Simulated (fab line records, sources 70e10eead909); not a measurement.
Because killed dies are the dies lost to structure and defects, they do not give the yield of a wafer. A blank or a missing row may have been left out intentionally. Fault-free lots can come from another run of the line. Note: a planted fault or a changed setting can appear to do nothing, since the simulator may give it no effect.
fab line records ; flow nand_harc
record: lots: 6; wafers: 18; last_day: 33
route steps=1302 shown P_GATE@126 END@1302
lots untouched by any fault: they come from a run of this same line in which no faults occurred
start_h: start of the lot's first displayed wafer, in hours after the record's first day ; wait_h: time in hours since the lot's previous step ; " identical to the entry in the row above ; L1.1+2: several wafers, shown together as one row ; - no value present, or no start provided ; * or withheld: withheld ; < > ~ a bound
route shown NAME@n: a module of which the file shows steps, and the number in the route of the first ; usual: mean/standard deviation taken from wafers without a fault ; same: alike in all rows ; chamber/n: place in a boat ; sites: the reading at each site ; _std_site: standard deviation across them ; _edge_site: inner sites' mean taken away from outer sites' mean ; radius_mm: how far each site lies from the wafer's centre ; mask NAME#n: copy n ; behind: the last tool/chamber to shape the wafer ; hold: why the lot was held/for how many hours/how that ended ; device: transistor that didn't switch, given as n, p or np ; end of line: tests run on the same wafers once the route is complete ; a step without rows: its recipe alone ; killed: dies that structure and defects cost at the first sort, which is not the same as the wafer's yield ; map: per-die view of a wafer (x killed, . not killed, _ where there is no die)
set.NAME: setting as actually run; set.NAME@STEP: the setting as run at that earlier step ; model.NAME: the simulator's own value behind a step, which no gauge read
a table for each step, a row for each wafer; lots at some steps of the route
services: the hour from which a tool's chamber was out of use, counted from the record's first day as start_h (under 0 if before that day), plus the number of hours and why
== steps ==
step: NHARC_P_GATE_STRIP_15
recipe: time_s: 780; temp_c: 130; chemistry: SPM
step: NHARC_P_GATE_PRECLEAN_71
recipe: time_s: *; temp_c: 50; bath_age_min: 0; chemistry: SC1
step: NHARC_P_GATE_SRD_72
step: NHARC_P_GATE_OXIDE_16
recipe: target_thk_a: 30; temp_c: 875; ox_time_s: 392; material: SiO2
step: NHARC_P_GATE_CVD_17
recipe: target_thk_a: 1500; temp_c: 620; time_s: 900; material: poly-Si
step: NHARC_P_GATE_HM_DEP_102
recipe: target_thk_a: 1200; temp_c: 400; material: aC
usual: throttle_valve_pct: 35.001/0.0087
lot.wafer;tool;chamber;start_h;wait_h;throttle_valve_pct
L208.2;acl_dep-01;0;138.82;2.4;35.006
L208.4;acl_dep-01;0;138.82;2.4;35.018
L208.5;acl_dep-01;0;138.82;2.4;35.008
L211.2;acl_dep-01;0;160.24;0.5;35.010
L211.4;acl_dep-01;0;160.24;0.5;34.992
L211.6;acl_dep-01;0;160.24;0.5;34.998
L216.1;acl_dep-03;0;217.35;0.8;34.985
L216.3;acl_dep-03;0;217.35;0.8;35.002
L216.4;acl_dep-03;0;217.35;0.8;34.984
L223.1;acl_dep-01;0;289.37;4.8;34.987
L223.3;acl_dep-01;0;289.37;4.8;35.003
L223.4;acl_dep-01;0;289.37;4.8;35.013
L224.1;acl_dep-01;0;295.67;3.8;34.994
L224.3;acl_dep-01;0;295.67;3.8;35.007
L224.6;acl_dep-01;0;295.67;3.8;34.996
L226.4;acl_dep-03;0;316.34;1.5;35.000
L226.5;acl_dep-03;0;316.34;1.5;35.005
L226.6;acl_dep-03;0;316.34;1.5;35.013
step: NHARC_P_GATE_DEP_103
recipe: target_thk_a: 300; target_thk_nm: 30; temp_c: 400; flow_sccm: 200; rf_w: 350; material: SiON
usual: heater_power_w: 752/63
lot.wafer;tool;chamber;start_h;wait_h;heater_power_w
L208.2;pecvd-03;1;139.40;0.5;778
L208.4;pecvd-03;0;139.40;0.5;829
L208.5;pecvd-03;1;139.40;0.5;781
L211.2;pecvd-01;1;160.80;0.5;680
L211.6;pecvd-01;1;160.80;0.5;694
L211.4;pecvd-01;2;160.80;0.5;771
L216.1;pecvd-01;2;218.01;0.6;781
L216.3;pecvd-01;1;218.01;0.6;731
L216.4;pecvd-01;0;218.01;0.6;815
L223.3;pecvd-03;1;290.04;0.3;666
L223.1;pecvd-03;2;290.04;0.3;782
L223.4;pecvd-03;2;290.04;0.3;765
L224.1;pecvd-01;2;296.32;0.6;800
L224.3;pecvd-01;0;296.32;0.6;835
L224.6;pecvd-01;2;296.32;0.6;805
L226.5;pecvd-03;2;316.77;0.2;794
L226.6;pecvd-03;0;316.77;0.2;684
L226.4;pecvd-03;1;316.77;0.2;656
step: NHARC_P_GATE_DEHYDRATE_18
recipe: temp_c: 150; time_s: 120
step: NHARC_P_GATE_HMDS_19
recipe: time_s: 30
step: NHARC_P_GATE_COAT_20
recipe: spin_rpm: 1500; resist_thk_nm: 90
step: NHARC_P_GATE_SOFTBAKE_21
recipe: temp_c: 105; time_s: 55
step: NHARC_P_GATE_EBR_22
step: NHARC_P_GATE_EXPOSE_23
recipe: na: 1.35; target_cd_nm: 120; dose_mj: 93.91; mask_id: P_GATE
usual: exposure_dose_mJ_cm2: 93.89/0.095
lot.wafer;tool;chamber;start_h;wait_h;mask;exposure_dose_mJ_cm2
L208.2;arfi_scanner-02;0;139.80;-;P_GATE#0;93.78
L208.4;arfi_scanner-02;0;139.80;-;P_GATE#0;93.76
L208.5;arfi_scanner-02;0;139.80;-;P_GATE#0;93.81
L211.2;arfi_scanner-02;0;161.35;-;P_GATE#0;93.88
L211.4;arfi_scanner-02;0;161.35;-;P_GATE#0;93.81
L211.6;arfi_scanner-02;0;161.35;-;P_GATE#0;93.74
L216.1;arfi_scanner-01;0;218.55;-;P_GATE#0;93.83
L216.3;arfi_scanner-01;0;218.55;-;P_GATE#0;94.04
L216.4;arfi_scanner-01;0;218.55;-;P_GATE#0;93.94
L223.1;arfi_scanner-01;0;290.58;-;P_GATE#0;90.80
L223.3;arfi_scanner-01;0;290.58;-;P_GATE#0;90.96
L223.4;arfi_scanner-01;0;290.58;-;P_GATE#0;90.78
L224.1;arfi_scanner-01;0;296.74;-;P_GATE#0;90.58
L224.3;arfi_scanner-01;0;296.74;-;P_GATE#0;90.85
L224.6;arfi_scanner-01;0;296.74;-;P_GATE#0;90.77
L226.4;arfi_scanner-03;0;317.24;-;P_GATE#0;93.78
L226.5;arfi_scanner-03;0;317.24;-;P_GATE#0;93.86
L226.6;arfi_scanner-03;0;317.24;-;P_GATE#0;93.86
step: NHARC_P_GATE_PEB_24
recipe: peb_temp_c: 100; peb_time_s: 65
step: NHARC_P_GATE_DEVELOP_25
recipe: develop_time_s: 35; dev_temp_c: 23
step: NHARC_P_GATE_CD_MEAS_26
recipe: target_cd_nm: 120; landing_energy_ev: 500
usual: cd_nm: 120.0/0.78
lot.wafer;tool;chamber;start_h;wait_h;cd_nm
L208.2;cd_sem-02;0;139.93;-;119.4
L208.4;cd_sem-02;0;139.93;-;120.0
L208.5;cd_sem-02;0;139.93;-;119.6
L211.2;cd_sem-03;0;161.48;-;120.0
L211.4;cd_sem-03;0;161.48;-;119.1
L211.6;cd_sem-03;0;161.48;-;120.0
L216.1;cd_sem-02;0;218.69;-;119.9
L216.3;cd_sem-02;0;218.69;-;119.5
L216.4;cd_sem-02;0;218.69;-;120.7
L223.1;cd_sem-03;0;290.72;-;120.7
L223.3;cd_sem-03;0;290.72;-;121.8
L223.4;cd_sem-03;0;290.72;-;120.3
L224.1;cd_sem-01;0;296.88;-;122.8
L224.3;cd_sem-01;0;296.88;-;122.9
L224.6;cd_sem-01;0;296.88;-;122.6
L226.4;cd_sem-03;0;317.37;-;120.4
L226.5;cd_sem-03;0;317.37;-;120.0
L226.6;cd_sem-03;0;317.37;-;119.0
step: NHARC_P_GATE_OVL_MEAS_27
usual: overlay_x_nm: 0.1/1.1; overlay_y_nm: 0.1/0.77
lot.wafer;tool;chamber;start_h;wait_h;overlay_x_nm;overlay_y_nm
L208.2;overlay-01;-;140.02;-;-0.3;-0.5
L208.4;overlay-01;-;140.02;-;0.0;-0.2
L208.5;overlay-01;-;140.02;-;-0.2;-0.4
L211.2;overlay-01;-;161.57;-;-0.2;0.7
L211.4;overlay-01;-;161.57;-;-0.1;0.1
L211.6;overlay-01;-;161.57;-;-0.6;0.2
L216.1;overlay-01;-;218.78;-;0.4;-0.9
L216.3;overlay-01;-;218.78;-;0.4;-0.4
L216.4;overlay-01;-;218.78;-;0.0;-0.2
L223.1;overlay-02;-;290.81;-;1.9;-0.4
L223.3;overlay-02;-;290.81;-;1.3;-0.4
L223.4;overlay-02;-;290.81;-;1.5;-0.5
L224.1;overlay-01;-;296.96;-;0.9;0.2
L224.3;overlay-01;-;296.96;-;0.8;0.2
L224.6;overlay-01;-;296.96;-;0.9;0.0
L226.4;overlay-02;-;317.45;-;0.1;0.1
L226.5;overlay-02;-;317.45;-;0.2;-0.2
L226.6;overlay-02;-;317.45;-;0.8;0.9
step: NHARC_P_GATE_INSPECT_28
usual: raw_defect_count: 7/3.3
lot.wafer;tool;chamber;start_h;wait_h;raw_defect_count
L208.2;defect_inspect-02;-;140.06;0.0;2
L208.4;defect_inspect-02;-;140.06;0.0;4
L208.5;defect_inspect-02;-;140.06;0.0;4
L211.2;defect_inspect-01;-;161.61;0.0;0
L211.4;defect_inspect-01;-;161.61;0.0;0
L211.6;defect_inspect-01;-;161.61;0.0;6
L216.1;defect_inspect-02;-;218.81;0.0;3
L216.3;defect_inspect-02;-;218.81;0.0;5
L216.4;defect_inspect-02;-;218.81;0.0;9
L223.1;defect_inspect-01;-;290.84;0.0;8
L223.3;defect_inspect-01;-;290.84;0.0;9
L223.4;defect_inspect-01;-;290.84;0.0;13
L224.1;defect_inspect-02;-;297.00;0.0;8
L224.3;defect_inspect-02;-;297.00;0.0;7
L224.6;defect_inspect-02;-;297.00;0.0;8
L226.4;defect_inspect-02;-;317.49;0.0;5
L226.5;defect_inspect-02;-;317.49;0.0;4
L226.6;defect_inspect-02;-;317.49;0.0;3
step: NHARC_P_GATE_DESCUM_31
recipe: time_s: 3; o2_flow_sccm: 200; ar_flow_sccm: 0; bias_power_w: 0; chemistry: O2
usual: drypump_motor_current_A: 5.7/0.48; mfc_ar_sccm: 0.007/0.01; oes_product_au: 1.000/0.0083; rf_vpp_V: 57.7/0.92; showerhead_plenum_p_Torr: 1.89/0.081; throttle_valve_pct: 11.312/0.0085
lot.wafer;tool;chamber;start_h;wait_h;drypump_motor_current_A;mfc_ar_sccm;oes_product_au;rf_hours_counter_h;rf_vpp_V;showerhead_plenum_p_Torr;throttle_valve_pct;model.P_GATE.cd_nm
L208.4;rie_diel-06;3;140.12;0.1;5.7;0;1.009;0;57.4;1.97;11.299;120.6
L208.2;rie_diel-06;0;140.12;0.1;6.1;0.026;1.000;0;58.5;1.89;11.322;119.5
L208.5;rie_diel-06;0;140.12;0.1;6.1;0.026;1.005;-;57.3;1.89;11.304;119.6
L211.4;rie_diel-06;0;161.68;0.1;6.1;0.026;0.997;1;56.9;1.89;11.315;119.1
L211.2;rie_diel-06;2;161.68;0.1;5.8;0;0.996;0;56.1;1.80;11.317;120.4
L211.6;rie_diel-06;0;161.68;0.1;6.1;0.026;0.996;-;58.1;1.89;11.313;120.1
L216.3;rie_diel-11;3;218.88;0.1;4.9;0.022;1.005;8;56.4;1.82;11.322;118.8
L216.4;rie_diel-11;0;218.88;0.1;5.9;0.005;1.000;8;59.1;1.81;11.311;120.7
L216.1;rie_diel-11;1;218.88;0.1;5.6;0.005;0.988;7;57.8;1.91;11.308;120.4
L223.3;rie_diel-07;2;290.90;0.1;5.4;0;1.008;8;58.9;2.05;11.302;122.1
L223.1;rie_diel-07;3;290.90;0.1;6.2;0;1.002;9;58.0;1.82;11.301;121.4
L223.4;rie_diel-07;0;290.90;0.1;6.5;0;1.013;10;58.6;1.99;11.318;119.9
L224.3;rie_diel-11;2;297.07;0.1;6.3;0;1.005;3;58.1;1.85;11.310;123.4
L224.1;rie_diel-11;3;297.07;0.1;4.9;0.022;0.999;3;57.9;1.81;11.312;122.5
L224.6;rie_diel-11;1;297.07;0.1;5.6;0.005;0.990;-;56.6;1.91;11.296;123.4
L226.4;rie_diel-07;1;317.56;0.1;5.3;0;0.993;0;55.9;1.80;11.291;120.3
L226.5;rie_diel-07;3;317.56;0.1;6.2;0;1.012;-;56.1;1.82;11.305;120.2
L226.6;rie_diel-07;0;317.56;0.1;6.5;0;1.006;-;58.8;1.99;11.323;119.8
step: NHARC_P_GATE_ETCH_104
recipe: target_depth_a: 600; time_s: withheld; cf4_flow_sccm: 100; chf3_flow_sccm: 30; ar_flow_sccm: 0; rf_w: 500; bias_w: 200; chemistry: CF4/CHF3
usual: drypump_motor_current_A: 5.7/0.49; mfc_ar_sccm: 0.007/0.0099; oes_product_au: 0.942/0.022; rf_vpp_V: 369.8/2.3; showerhead_plenum_p_Torr: 1.55/0.064; throttle_valve_pct: 16.802/0.009
lot.wafer;tool;chamber;start_h;wait_h;drypump_motor_current_A;mfc_ar_sccm;oes_product_au;rf_vpp_V;showerhead_plenum_p_Torr;throttle_valve_pct;model.P_GATE.cd_nm
L208.4;rie_diel-06;3;140.21;0.1;5.8;0;0.965;371.0;1.61;16.794;120.7
L208.2;rie_diel-06;0;140.21;0.1;6.1;0.026;0.967;369.3;1.56;16.797;119.9
L208.5;rie_diel-06;3;140.21;0.1;5.8;0;0.981;370.7;1.61;16.807;119.7
L211.2;rie_diel-06;0;161.76;0.1;6.1;0.026;0.938;369.8;1.56;16.793;120.7
L211.4;rie_diel-06;2;161.76;0.1;5.8;0;0.923;367.8;1.48;16.801;119.2
L211.6;rie_diel-06;0;161.76;0.1;6.1;0.026;0.937;369.4;1.56;16.786;120.5
L216.3;rie_diel-11;3;218.96;0.1;4.9;0.022;0.919;367.7;1.50;16.794;119.1
L216.4;rie_diel-11;0;218.96;0.1;6.0;0.005;0.909;369.0;1.49;16.795;121.2
L216.1;rie_diel-11;2;218.96;0.1;6.3;0;0.923;369.2;1.52;16.799;120.7
L223.4;rie_diel-07;2;290.99;0.1;5.4;0;0.915;373.5;1.68;16.812;121.1
L223.3;rie_diel-07;0;290.99;0.1;6.5;0;0.925;372.3;1.63;16.804;122.6
L223.1;rie_diel-07;1;290.99;0.1;5.2;0;0.921;367.6;1.49;16.789;121.9
L224.1;rie_diel-11;1;297.15;0.1;5.6;0.005;0.950;370.6;1.57;16.827;122.3
L224.3;rie_diel-11;0;297.15;0.1;5.9;0.005;0.984;366.8;1.49;16.803;123.4
L224.6;rie_diel-11;2;297.15;0.1;6.3;0;0.969;369.2;1.52;16.805;123.8
L226.4;rie_diel-07;2;317.64;0.1;5.4;0;0.968;373.0;1.68;16.812;120.6
L226.6;rie_diel-07;3;317.64;0.1;6.2;0;0.971;368.0;1.50;16.801;119.7
L226.5;rie_diel-07;0;317.64;0.1;6.5;0;0.971;373.1;1.63;16.793;120.6
step: NHARC_P_GATE_HM_OPEN_105
recipe: target_depth_a: 3600; o2_flow_sccm: 400; cos_flow_sccm: 20; ar_flow_sccm: 0; rf_w: 500; bias_w: 300; chemistry: O2/COS
usual: drypump_motor_current_A: 5.7/0.49; mfc_ar_sccm: 0.006/0.0099; oes_product_au: 1.000/0.0082; rf_vpp_V: 466.2/2.8; showerhead_plenum_p_Torr: 3.08/0.13; throttle_valve_pct: 28.330/0.0092
lot.wafer;tool;chamber;start_h;wait_h;drypump_motor_current_A;mfc_ar_sccm;oes_product_au;rf_hours_counter_h;rf_vpp_V;showerhead_plenum_p_Torr;throttle_valve_pct
L208.2;rie_diel-06;3;-;-;5.8;0;0.996;0;469.5;3.20;28.336
L208.4;rie_diel-06;1;-;-;5.0;0.024;0.999;0;469.4;3.17;28.327
L208.5;rie_diel-06;3;-;-;5.8;0;1.003;-;470.0;3.20;28.327
L211.2;rie_diel-06;3;-;-;5.7;0;1.008;1;468.7;3.20;28.326
L211.4;rie_diel-06;0;-;-;6.1;0.026;0.993;1;466.2;3.09;28.324
L211.6;rie_diel-06;2;-;-;5.8;0;0.997;-;462.7;2.94;28.339
L216.4;rie_diel-11;2;-;-;6.3;0;1.002;6;464.1;3.02;28.329
L216.3;rie_diel-11;3;-;-;4.9;0.022;0.992;8;466.0;2.97;28.325
L216.1;rie_diel-11;0;-;-;6.0;0.005;0.993;8;464.3;2.96;28.327
L223.3;rie_diel-07;0;-;-;6.5;0;1.018;10;470.1;3.24;28.332
L223.1;rie_diel-07;1;-;-;5.2;0;1.001;10;463.8;2.95;28.329
L223.4;rie_diel-07;2;-;-;5.5;0;0.998;9;470.6;3.34;28.335
L224.1;rie_diel-11;3;-;-;4.9;0.022;0.994;3;464.6;2.97;28.341
L224.3;rie_diel-11;0;-;-;5.9;0.005;1.000;3;462.9;2.96;28.327
L224.6;rie_diel-11;3;-;-;4.9;0.022;0.987;-;463.0;2.97;28.314
L226.4;rie_diel-07;3;-;-;6.2;0;1.010;0;463.9;2.97;28.332
L226.5;rie_diel-07;0;-;-;6.5;0;1.013;-;468.1;3.24;28.345
L226.6;rie_diel-07;1;-;-;5.3;0;1.003;-;463.5;2.95;28.333
step: NHARC_END_SORT_01
recipe: temp_c: 25
usual: killed_at_array: 52/18; killed_at_other: 0.6/0.83; killed_at_periphery: 4.3/2.8; killed_dies: 57/19; killed_open: 3.4/2; killed_short: 2.5/1.7
same: gross_dies: 677
lot.wafer;tool;chamber;start_h;wait_h;killed_at_array;killed_at_other;killed_at_periphery;killed_dies;killed_open;killed_short
L208.2;prober-02;0;589.19;2.8;57;2;4;63;2;1
L208.4;prober-02;0;590.79;3.4;65;0;9;74;4;2
L208.5;prober-02;0;591.60;3.7;81;0;3;84;1;3
L211.2;prober-01;0;607.42;2.8;67;0;6;73;4;3
L211.4;prober-01;0;609.05;3.4;48;0;2;50;2;0
L211.6;prober-01;0;610.67;4.1;56;1;2;59;3;1
L216.3;prober-01;0;689.82;3.1;32;1;5;38;2;2
L226.4;prober-02;0;782.46;3.4;36;0;10;46;2;2
L226.5;prober-02;0;783.27;3.7;30;1;2;33;2;1
L226.6;prober-02;0;784.07;4.0;41;0;5;46;3;1
killed by level:class
L208.2 A_CHANNEL_HOLE_D1:chamber_film_flake=33 A_SLIT:chamber_film_flake=13 A_STAIRCASE:chamber_film_flake=3 P_GATE:chamber_film_flake=2 A_CHANNEL_HOLE_D2:chamber_film_flake=2 A_CONTACT:chamber_film_flake=2 HYBRID_BOND:chamber_film_flake=2 P_CONTACT:geometric_particle:open=1
L208.4 A_CHANNEL_HOLE_D1:chamber_film_flake=36 A_SLIT:chamber_film_flake=18 P_GATE:chamber_film_flake=8 A_CHANNEL_HOLE_D2:chamber_film_flake=3 A_CONTACT:chamber_film_flake=2 P_CONTACT:geometric_particle:open=1 A_CHANNEL_FILL_D1:geometric_particle:short=1 A_DECK1_JOINT:geometric_particle:open=1
L208.5 A_CHANNEL_HOLE_D1:chamber_film_flake=41 A_SLIT:chamber_film_flake=18 A_CONTACT:chamber_film_flake=10 A_CHANNEL_HOLE_D2:chamber_film_flake=5 A_CHANNEL_FILL_D1:geometric_particle:short=2 P_GATE:chamber_film_flake=2 A_DECK1_JOINT:chamber_film_flake=2 A_STAIRCASE:chamber_film_flake=2
L211.2 A_CHANNEL_HOLE_D1:chamber_film_flake=35 A_SLIT:chamber_film_flake=8 A_CHANNEL_HOLE_D2:chamber_film_flake=6 A_CONTACT:chamber_film_flake=4 P_M1:chamber_film_flake=3 A_ZERO_WELL:chamber_film_flake=2 A_DECK1_JOINT:chamber_film_flake=2 A_CHANNEL_FILL_D2:chamber_film_flake=2
L211.4 A_CHANNEL_HOLE_D1:chamber_film_flake=31 A_CHANNEL_HOLE_D2:chamber_film_flake=6 A_SLIT:chamber_film_flake=3 A_CONTACT:chamber_film_flake=2 A_DECK1_JOINT:geometric_particle:open=1 A_M1:geometric_particle:open=1 P_GATE:chamber_film_flake=1 P_M1:chamber_film_flake=1
L211.6 A_CHANNEL_HOLE_D1:chamber_film_flake=39 A_CHANNEL_HOLE_D2:chamber_film_flake=9 A_ONON_D2:geometric_particle:open=2 A_SLIT:chamber_film_flake=2 A_CONTACT:chamber_film_flake=2 A_CHANNEL_HOLE_D1:geometric_particle:short=1 STARTING-WAFER:geometric_particle:open=1 P_STI:chamber_film_flake=1
L216.3 A_SLIT:chamber_film_flake=17 A_CHANNEL_HOLE_D1:chamber_film_flake=4 P_CONTACT:chamber_film_flake=4 A_WL_FILL:chamber_film_flake=2 A_CONTACT:chamber_film_flake=2 A_ONON_D1:geometric_particle:short=1 A_CHANNEL_FILL_D1:geometric_particle:open=1 A_WL_FILL:geometric_particle:short=1
L226.4 A_CHANNEL_HOLE_D2:chamber_film_flake=16 A_SLIT:chamber_film_flake=12 P_GATE:chamber_film_flake=8 A_CHANNEL_FILL_D1:chamber_film_flake=2 A_STAIRCASE:chamber_film_flake=2 P_M1:geometric_particle:open=1 A_CHANNEL_FILL_D1:geometric_particle:short=1 A_BLC:geometric_particle:open=1
L226.5 A_SLIT:chamber_film_flake=18 A_CHANNEL_HOLE_D2:chamber_film_flake=9 P_CONTACT:geometric_particle:open=1 A_CHANNEL_FILL_D2:geometric_particle:open=1 STARTING-WAFER:geometric_particle:short=1 P_GATE:chamber_film_flake=1 A_STAIRCASE:chamber_film_flake=1 A_WL_FILL:chamber_film_flake=1
L226.6 A_CHANNEL_HOLE_D2:chamber_film_flake=19 A_SLIT:chamber_film_flake=13 A_CONTACT:chamber_film_flake=5 P_GATE:chamber_film_flake=3 P_M0:geometric_particle:open=1 A_ONON_D1:geometric_particle:open=1 A_DECK1_JOINT:geometric_particle:short=1 A_M1:geometric_particle:open=1
== services ==
tool;chamber;start_h;hours;kind
rie_diel-07;-;117.20;9.0;pm
rie_diel-06;2;126.81;11.8;repair
pecvd-01;-;130.00;13.0;pm
rie_diel-06;-;130.92;9.0;pm
pecvd-03;0;158.55;3.7;repair
rie_diel-07;-;164.94;0.4;repair
rie_diel-06;3;182.03;4.5;repair
pecvd-03;-;185.44;13.0;pm
arfi_scanner-01;-;186.35;3.7;repair
acl_dep-01;-;191.63;13.0;pm
rie_diel-07;2;204.64;4.7;repair
rie_diel-11;1;234.94;5.4;repair
arfi_scanner-01;-;252.00;4.0;pm
pecvd-01;1;253.20;4.9;repair
rie_diel-11;-;255.50;9.0;pm
arfi_scanner-01;-;259.83;6.5;repair
rie_diel-06;3;271.23;15.6;repair
rie_diel-06;2;272.44;3.1;repair
rie_diel-11;1;275.85;8.7;repair
rie_diel-06;0;280.91;45.9;repair
rie_diel-07;-;294.20;9.0;pm
rie_diel-11;2;302.48;3.4;repair
rie_diel-06;-;307.92;9.0;pm
arfi_scanner-01;-;308.71;0.7;repair
== key ==
first_sign: step: NHARC_P_GATE_EXPOSE_23; reading: exposure_dose_mJ_cm2; direction: down; sigmas: 33; usual: 93.89; struck: 90.79
effect: step: NHARC_P_GATE_CD_MEAS_26; reading: cd_nm; direction: up; sigmas: 2.3; usual: 120.0; struck: 121.8
model_effect: step: NHARC_P_GATE_DESCUM_31; value: P_GATE.cd_nm; without: 120.1; struck: 122.1
model_effect: step: NHARC_P_GATE_ETCH_104; value: P_GATE.cd_nm; without: 120.5; struck: 122.5
met_at NHARC_P_GATE_EXPOSE_23
struck_wafers L223.1,L223.3,L223.4,L224.1,L224.3,L224.6
tester_left_out L223,L224
onset_between 218.55 290.58
fault: kind: process_parameter_drift; tool: arfi_scanner-01; chamber: -; onset_h: 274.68; steps: NHARC_P_GATE_EXPOSE_23; channel: dose_mj; offset: -3.1634; shape: step; acts_in: these_recipes_only; stated: 93.91
tester_left_out: of these lots the tester's yield and bins aren't shown, on N5 and GAA mostly nor the transistor test; their killed dies are dies lost to structure and defects alone, not to doping, threshold or leakage, so they don't give the yield
